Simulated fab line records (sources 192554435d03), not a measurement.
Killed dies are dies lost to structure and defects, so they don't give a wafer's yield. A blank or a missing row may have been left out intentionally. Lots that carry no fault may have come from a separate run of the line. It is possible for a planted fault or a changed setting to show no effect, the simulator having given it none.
Matching of chambers | flow n5_finfet | cvd_co-02 running N5_BEOL_M1_CO_CAP_55: 3 sister chambers
The step material Co, precursor CCTBA/H2, target thk 2 nm, time 102.1 s. 3 wafers are shown with their chamber, then 12 later ones without.

== EACH WAFER AND ITS CHAMBER ==
wafer  | chamber | heater_power_w (W)
L093.1 | 0       | 227
L093.3 | 1       | 270
L093.5 | 2       | 210

== WAFERS WITHOUT THEIR CHAMBER ==
wafer  | heater_power_w (W)
L096.1 | 226
L096.2 | 283
L096.3 | 210
L095.1 | 277
L095.2 | 203
L095.4 | 236
L094.1 | 272
L094.4 | 205
L094.5 | 279
L097.4 | 281
L097.5 | 235
L097.6 | 208

== THE CHAMBER EACH PASSED THROUGH ==
wafer  | from the rows above | in truth
L096.1 | 0                   | 0
L096.2 | 1                   | 1
L096.3 | 2                   | 2
L095.1 | 1                   | 1
L095.2 | 2                   | 2
L095.4 | 0                   | 0
L094.1 | 1                   | 1
L094.4 | 2                   | 2
L094.5 | 1                   | 1
L097.4 | 1                   | 1
L097.5 | 0                   | 0
L097.6 | 2                   | 2
Correct placement for 12 of the 12. Left unplaced by these rows: 0. Placed wrongly: 0.
How it was worked out, from the rows above alone: a wafer's distance from a chamber is the root of the sum, over the readings, of the square of ((its reading less the chamber's mean) divided by the reading's scatter). The wafer belongs to the nearest chamber; if the next one is less than 2 further off, it can't be placed. Each chamber's mean is taken over the wafers shown for it. The scatter: with one shown wafer a chamber, the root of the mean of the squares of how far each hidden wafer lies from its nearest shown one.
